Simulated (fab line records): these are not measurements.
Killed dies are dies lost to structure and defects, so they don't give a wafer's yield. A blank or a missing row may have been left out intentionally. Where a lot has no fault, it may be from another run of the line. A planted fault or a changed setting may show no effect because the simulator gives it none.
Which tool did it? :: flow n5-finfet :: Sampling: 11 lots, 30 wafers, 5 of 1938 route steps

## WHAT EACH GAUGE READ, for each wafer
N5_BEOL_M4_RC_MEAS_101. Usual: DIBL_N 35.6 mV/V, standard deviation 1.7; DIBL_P 35.0 mV/V, standard deviation 2; IOFF_N 0.148 nA/um, standard deviation 0.027; IOFF_P 0.19 nA/um, standard deviation 0.032; ION_N 671 uA/um, standard deviation 14; ION_P 460 uA/um, standard deviation 9.1; SS_N 71.3 mV/dec, standard deviation 0.62; SS_P 73.0 mV/dec, standard deviation 0.64; VT_N 251 mV, standard deviation 3.2; VT_P -251.5 mV, standard deviation 2.9.
lot: L552
measured: day 9 08:05
on: prober-02
DIBL_N (mV/V): 36.1 35.4 35.2
DIBL_P (mV/V): 37.1 37.2 35.8
IOFF_N (nA/um): 0.174 0.150 0.148
IOFF_P (nA/um): 0.20 0.19 0.17
ION_N (uA/um): 701 673 678
ION_P (uA/um): 470 460 464
SS_N (mV/dec): 71.1 70.9 71.2
SS_P (mV/dec): 73.9 73.9 73.1
VT_N (mV): 248 252 251
VT_P (mV): -252.5 -249.9 -251.1
flag: 

lot: L554
measured: day 9 13:21
on: prober-01
DIBL_N (mV/V): 33.6 34.8 35.2
DIBL_P (mV/V): 31.9 34.4 33.7
IOFF_N (nA/um): 0.105 0.125 0.122
IOFF_P (nA/um): 0.15 0.18 0.17
ION_N (uA/um): 636 660 650
ION_P (uA/um): 438 452 452
SS_N (mV/dec): 70.7 70.5 70.6
SS_P (mV/dec): 72.2 73.2 72.0
VT_N (mV): 258 251 254
VT_P (mV): -257.1 -251.7 -253.8
flag: 

lot: L557
measured: day 9 14:41
on: prober-02
DIBL_N (mV/V): 35.8 36.6
DIBL_P (mV/V): 35.7 36.2
IOFF_N (nA/um): 0.130 0.139
IOFF_P (nA/um): 0.19 0.19
ION_N (uA/um): 668 668
ION_P (uA/um): 468 458
SS_N (mV/dec): 71.9 72.6
SS_P (mV/dec): 73.4 73.5
VT_N (mV): 254 254
VT_P (mV): -254.1 -254.3
flag: 

lot: L555
measured: day 9 15:12
on: prober-01
DIBL_N (mV/V): 38.2 38.3 37.6
DIBL_P (mV/V): 38.9 39.4 38.2
IOFF_N (nA/um): 0.168 0.180 0.164
IOFF_P (nA/um): 0.20 0.22 0.20
ION_N (uA/um): 692 685 687
ION_P (uA/um): 473 466 465
SS_N (mV/dec): 72.1 71.9 71.9
SS_P (mV/dec): 73.6 73.4 73.0
VT_N (mV): 250 248 249
VT_P (mV): -252.7 -253.7 -252.6
flag: 

lot: L558
measured: day 9 20:40
on: prober-01
DIBL_N (mV/V): 34.9 35.0
DIBL_P (mV/V): 35.3 32.8
IOFF_N (nA/um): 0.137 0.124
IOFF_P (nA/um): 0.19 0.15
ION_N (uA/um): 666 633
ION_P (uA/um): 460 436
SS_N (mV/dec): 71.2 71.7
SS_P (mV/dec): 72.9 72.5
VT_N (mV): 252 254
VT_P (mV): -252.1 -258.2
flag: 

lot: L561
measured: day 11 08:19
on: prober-01
DIBL_N (mV/V): 33.8 34.2 37.2
DIBL_P (mV/V): 34.1 34.7 38.8
IOFF_N (nA/um): 0.140 0.161 0.214
IOFF_P (nA/um): 0.22 0.23 0.31
ION_N (uA/um): 674 690 680
ION_P (uA/um): 467 472 473
SS_N (mV/dec): 71.2 71.3 72.0
SS_P (mV/dec): 73.1 73.4 74.6
VT_N (mV): 250 245 245
VT_P (mV): -246.6 -246.9 -244.7
flag: 

lot: L564
measured: day 11 13:08
on: prober-02
DIBL_N (mV/V): 36.1 34.2 33.9
DIBL_P (mV/V): 36.8 34.5 33.6
IOFF_N (nA/um): 0.198 0.147 0.139
IOFF_P (nA/um): 0.24 0.21 0.19
ION_N (uA/um): 690 670 672
ION_P (uA/um): 472 464 457
SS_N (mV/dec): 71.4 71.4 71.4
SS_P (mV/dec): 74.1 73.5 72.5
VT_N (mV): 244 250 249
VT_P (mV): -246.3 -245.1 -250.3
flag: 

lot: L568
measured: day 12 17:50
on: prober-02
DIBL_N (mV/V): 35.9 38.4 35.4
DIBL_P (mV/V): 36.6 38.6 34.7
IOFF_N (nA/um): 0.155 0.197 0.136
IOFF_P (nA/um): 0.21 0.24 0.18
ION_N (uA/um): 679 670 680
ION_P (uA/um): 463 449 463
SS_N (mV/dec): 71.0 71.7 70.7
SS_P (mV/dec): 73.1 73.7 72.6
VT_N (mV): 251 247 254
VT_P (mV): -250.7 -249.5 -251.3
flag: 

lot: L570
measured: day 13 08:40
on: prober-01
DIBL_N (mV/V): 34.2 36.4 36.4
DIBL_P (mV/V): 33.0 35.6 35.6
IOFF_N (nA/um): 0.118 0.160 0.148
IOFF_P (nA/um): 0.15 0.19 0.18
ION_N (uA/um): 657 690 669
ION_P (uA/um): 449 466 454
SS_N (mV/dec): 70.2 71.7 70.8
SS_P (mV/dec): 72.0 72.1 72.8
VT_N (mV): 253 248 253
VT_P (mV): -255.5 -253.0 -252.2
flag: 

lot: L569
measured: day 13 10:35
on: prober-02
DIBL_N (mV/V): 35.0 35.3
DIBL_P (mV/V): 32.2 33.1
IOFF_N (nA/um): 0.118 0.121
IOFF_P (nA/um): 0.14 0.15
ION_N (uA/um): 656 657
ION_P (uA/um): 448 449
SS_N (mV/dec): 70.8 71.0
SS_P (mV/dec): 72.2 72.8
VT_N (mV): 253 255
VT_P (mV): -256.9 -253.0
flag: 

lot: L572
measured: day 13 17:14
on: prober-02
DIBL_N (mV/V): 36.7 35.5 40.2
DIBL_P (mV/V): 35.9 34.2 40.5
IOFF_N (nA/um): 0.157 0.119 0.222
IOFF_P (nA/um): 0.22 0.18 0.30
ION_N (uA/um): 692 662 692
ION_P (uA/um): 478 458 475
SS_N (mV/dec): 71.1 70.5 72.3
SS_P (mV/dec): 72.7 72.3 73.4
VT_N (mV): 247 253 247
VT_P (mV): -249.6 -251.4 -244.4
flag: 

N5_MIM_TOP_LITHO_INSPECT_12: inspects for defects (macro). Usual: raw-defect-count 2.1, standard deviation 1.5.
lot: L552
measured: day 13 17:42
on: defect-inspect-02
raw-defect-count: 2 2 2
flag: 

lot: L554
measured: day 13 20:55
on: defect-inspect-01
raw-defect-count: 4 3 1
flag: 

lot: L557
measured: day 13 22:41
on: defect-inspect-01
raw-defect-count: 2 2
flag: 

lot: L555
measured: day 14 12:01
on: defect-inspect-02
raw-defect-count: 0 3 3
flag: 

lot: L558
measured: day 14 22:15
on: defect-inspect-01
raw-defect-count: 5 2
flag: 

lot: L561
measured: day 15 15:52
on: defect-inspect-02
raw-defect-count: 3 2 5
flag: 

lot: L564
measured: day 15 21:19
on: defect-inspect-02
raw-defect-count: 1 2 1
flag: 

lot: L568
measured: day 17 00:23
on: defect-inspect-01
raw-defect-count: 2 1 1
flag: 

lot: L570
measured: day 17 15:07
on: defect-inspect-01
raw-defect-count: 4 6 2
flag: 

lot: L569
measured: day 17 15:16
on: defect-inspect-02
raw-defect-count: 1 2
flag: 

lot: L572
measured: day 17 15:18
on: defect-inspect-01
raw-defect-count: 6 5 4
flag: 

N5_MIM_BOT_LITHO_CD_MEAS_08 targets a cd of 3000 nm. Usual: cd-nm 2999.9 nm, standard deviation 2.
lot: L552
measured: day 13 18:31
on: cd-sem-03
cd-nm (nm): 3002.3 3000.5 2999.9
flag: 

lot: L554
measured: day 13 21:44
on: cd-sem-02
cd-nm (nm): 2998.5 3000.4 2999.4
flag: 

lot: L557
measured: day 13 23:23
on: cd-sem-03
cd-nm (nm): 3002.0 3002.3
flag: 

lot: L555
measured: day 14 12:43
on: cd-sem-03
cd-nm (nm): 3000.8 3004.3 3001.3
flag: 

lot: L558
measured: day 14 22:56
on: cd-sem-03
cd-nm (nm): 2998.9 2996.8
flag: 

lot: L561
measured: day 15 16:41
on: cd-sem-03
cd-nm (nm): 3002.3 2999.7 2999.1
flag: 

lot: L564
measured: day 15 22:19
on: cd-sem-03
cd-nm (nm): 2996.9 3000.1 2999.4
flag: 

lot: L569
measured: day 17 16:18
on: cd-sem-01
cd-nm (nm): 2999.6 2999.4
flag: 

## WHAT TOOL EACH LOT RAN ON (gives the tool, then ch and the chambers of the sampled wafers, and finally the start)
lot: L552
N5_MIM_BOT_DEGAS_01: pvd-sputter-01, day 13 16:08
N5_MIM_TOP_ETCH_STRIP_01: rie-diel-02 ch 1,2,3, day 13 17:58

lot: L554
N5_MIM_BOT_DEGAS_01: pvd-sputter-01, day 13 17:38
N5_MIM_TOP_ETCH_STRIP_01: rie-diel-02 ch 0,2, day 13 21:10

lot: L557
N5_MIM_BOT_DEGAS_01: pvd-sputter-03, day 13 20:49
N5_MIM_TOP_ETCH_STRIP_01: rie-diel-04 ch 0,2, day 13 22:58

lot: L555
N5_MIM_BOT_DEGAS_01: pvd-sputter-03, day 14 10:42
N5_MIM_TOP_ETCH_STRIP_01: rie-diel-04 ch 1,2, day 14 12:17

lot: L558
N5_MIM_BOT_DEGAS_01: pvd-sputter-01, day 14 20:01
N5_MIM_TOP_ETCH_STRIP_01: rie-diel-02 ch 2,3, day 14 22:31

lot: L561
N5_MIM_BOT_DEGAS_01: pvd-sputter-03, day 15 14:34
N5_MIM_TOP_ETCH_STRIP_01: rie-diel-05 ch 0,3, day 15 16:08

lot: L564
N5_MIM_BOT_DEGAS_01: pvd-sputter-03, day 15 19:43
N5_MIM_TOP_ETCH_STRIP_01: rie-diel-05 ch 1,2,3, day 15 21:46

lot: L568
N5_MIM_BOT_DEGAS_01: pvd-sputter-03, day 16 23:06
N5_MIM_TOP_ETCH_STRIP_01: rie-diel-05 ch 0,1, day 17 00:58

lot: L570
N5_MIM_BOT_DEGAS_01: pvd-sputter-02, day 17 11:13
N5_MIM_TOP_ETCH_STRIP_01: rie-diel-04 ch 1,2, day 17 15:31

lot: L569
N5_MIM_BOT_DEGAS_01: pvd-sputter-02, day 17 11:37
N5_MIM_TOP_ETCH_STRIP_01: rie-diel-02 ch 1, day 17 15:42

lot: L572
N5_MIM_BOT_DEGAS_01: pvd-sputter-02, day 17 11:20
N5_MIM_TOP_ETCH_STRIP_01: rie-diel-04 ch 1,2,3, day 17 15:36
- N5_MIM_BOT_DEGAS_01: time 60 s.
- N5_MIM_TOP_ETCH_STRIP_01: strips in O2.

## WHAT THE TOOLS THEMSELVES READ (means of the sampled wafers that have a number; where no wafer has one, the mark that the record gives instead)
N5_MIM_BOT_DEGAS_01. Usual: heater-power-w 467 W, standard deviation 43.
lot: L552
tool: pvd-sputter-01
heater-power-w (W): 392
flag: 

lot: L554
tool: pvd-sputter-01
heater-power-w (W): 418
flag: 

lot: L557
tool: pvd-sputter-03
heater-power-w (W): 490
flag: 

lot: L555
tool: pvd-sputter-03
heater-power-w (W): 524
flag: 

lot: L558
tool: pvd-sputter-01
heater-power-w (W): 490
flag: 

lot: L561
tool: pvd-sputter-03
heater-power-w (W): 501
flag: 

lot: L564
tool: pvd-sputter-03
heater-power-w (W): 513
flag: 

lot: L568
tool: pvd-sputter-03
heater-power-w (W): 474
flag: 

lot: L570
tool: pvd-sputter-02
heater-power-w (W): 463
flag: 

lot: L569
tool: pvd-sputter-02
heater-power-w (W): 443
flag: 

lot: L572
tool: pvd-sputter-02
heater-power-w (W): 461
flag: 

N5_MIM_TOP_ETCH_STRIP_01. Usual: chamber-pressure-mTorr 29.99 mTorr, standard deviation 0.084; drypump-motor-current-A 5.7 A, standard deviation 0.31; oes-product-au 0.80 a.u., standard deviation 0.086; rf-vpp-V 3.5 V, standard deviation 1.2; showerhead-plenum-p-Torr 2.10 Torr, standard deviation 0.071; throttle-valve-pct 16.58 %, standard deviation 0.21.
lot: L552
tool: rie-diel-02
chamber-pressure-mTorr (mTorr): 30.01
drypump-motor-current-A (A): 5.7
oes-product-au (a.u.): 0.90
rf-vpp-V (V): 4.7
showerhead-plenum-p-Torr (Torr): 2.11
throttle-valve-pct (%): 16.39
flag: 

lot: L554
tool: rie-diel-02
chamber-pressure-mTorr (mTorr): 29.88
drypump-motor-current-A (A): 5.4
oes-product-au (a.u.): 0.76
rf-vpp-V (V): 3.2
showerhead-plenum-p-Torr (Torr): 2.04
throttle-valve-pct (%): 16.67
flag: 

lot: L557
tool: rie-diel-04
chamber-pressure-mTorr (mTorr): 30.01
drypump-motor-current-A (A): 5.8
oes-product-au (a.u.): 0.79
rf-vpp-V (V): 2.5
showerhead-plenum-p-Torr (Torr): 2.05
throttle-valve-pct (%): 16.66
flag: 

lot: L555
tool: rie-diel-04
chamber-pressure-mTorr (mTorr): 29.97
drypump-motor-current-A (A): 5.8
oes-product-au (a.u.): 0.81
rf-vpp-V (V): 4.0
showerhead-plenum-p-Torr (Torr): 2.07
throttle-valve-pct (%): 16.37
flag: 

lot: L558
tool: rie-diel-02
chamber-pressure-mTorr (mTorr): 30.04
drypump-motor-current-A (A): 5.6
oes-product-au (a.u.): 0.86
rf-vpp-V (V): 3.4
showerhead-plenum-p-Torr (Torr): 2.08
throttle-valve-pct (%): 16.50
flag: 

lot: L561
tool: rie-diel-05
chamber-pressure-mTorr (mTorr): 29.98
drypump-motor-current-A (A): 6.0
oes-product-au (a.u.): 0.81
rf-vpp-V (V): 3.1
showerhead-plenum-p-Torr (Torr): 2.16
throttle-valve-pct (%): 16.65
flag: 

lot: L564
tool: rie-diel-05
chamber-pressure-mTorr (mTorr): 29.93
drypump-motor-current-A (A): 5.8
oes-product-au (a.u.): 0.79
rf-vpp-V (V): 3.5
showerhead-plenum-p-Torr (Torr): 2.13
throttle-valve-pct (%): 16.58
flag: 

lot: L568
tool: rie-diel-05
chamber-pressure-mTorr (mTorr): -
drypump-motor-current-A (A): -
oes-product-au (a.u.): -
rf-vpp-V (V): -
showerhead-plenum-p-Torr (Torr): -
throttle-valve-pct (%): -
flag: OFF

lot: L570
tool: rie-diel-04
chamber-pressure-mTorr (mTorr): -
drypump-motor-current-A (A): -
oes-product-au (a.u.): -
rf-vpp-V (V): -
showerhead-plenum-p-Torr (Torr): -
throttle-valve-pct (%): -
flag: OFF

lot: L569
tool: rie-diel-02
chamber-pressure-mTorr (mTorr): 29.98
drypump-motor-current-A (A): 5.8
oes-product-au (a.u.): 0.86
rf-vpp-V (V): 3.1
showerhead-plenum-p-Torr (Torr): 2.15
throttle-valve-pct (%): 16.39
flag: 

lot: L572
tool: rie-diel-04
chamber-pressure-mTorr (mTorr): -
drypump-motor-current-A (A): -
oes-product-au (a.u.): -
rf-vpp-V (V): -
showerhead-plenum-p-Torr (Torr): -
throttle-valve-pct (%): -
flag: OFF

## THE ANSWER, worked out from the rows above alone
Rule: a lot is off if the mean of its wafers that have a number lies more than 3 standard deviations from the usual mean. A lot without any number at a reading at which 4 lots or more have one is off too. Any other lot the step has rows for is counted as sound. The gauges are gone through in route order, then the tools' own readings, and for those a lot's mean is taken as printed above. The first step at which some lot is off is used, and at that step the reading that is off furthest; a lot without a number counts as furthest.
Off: L568, L570, L572 (N5_MIM_TOP_ETCH_STRIP_01, chamber-pressure-mTorr). Without a number there: L568, L570, L572.
If a tool, at that step or one of the process steps before it, ran each lot that is off and ran no sound lot following the first of them, it fits. No candidate that was tried fits.

## WHAT THE SIMULATOR HAD INSERTED
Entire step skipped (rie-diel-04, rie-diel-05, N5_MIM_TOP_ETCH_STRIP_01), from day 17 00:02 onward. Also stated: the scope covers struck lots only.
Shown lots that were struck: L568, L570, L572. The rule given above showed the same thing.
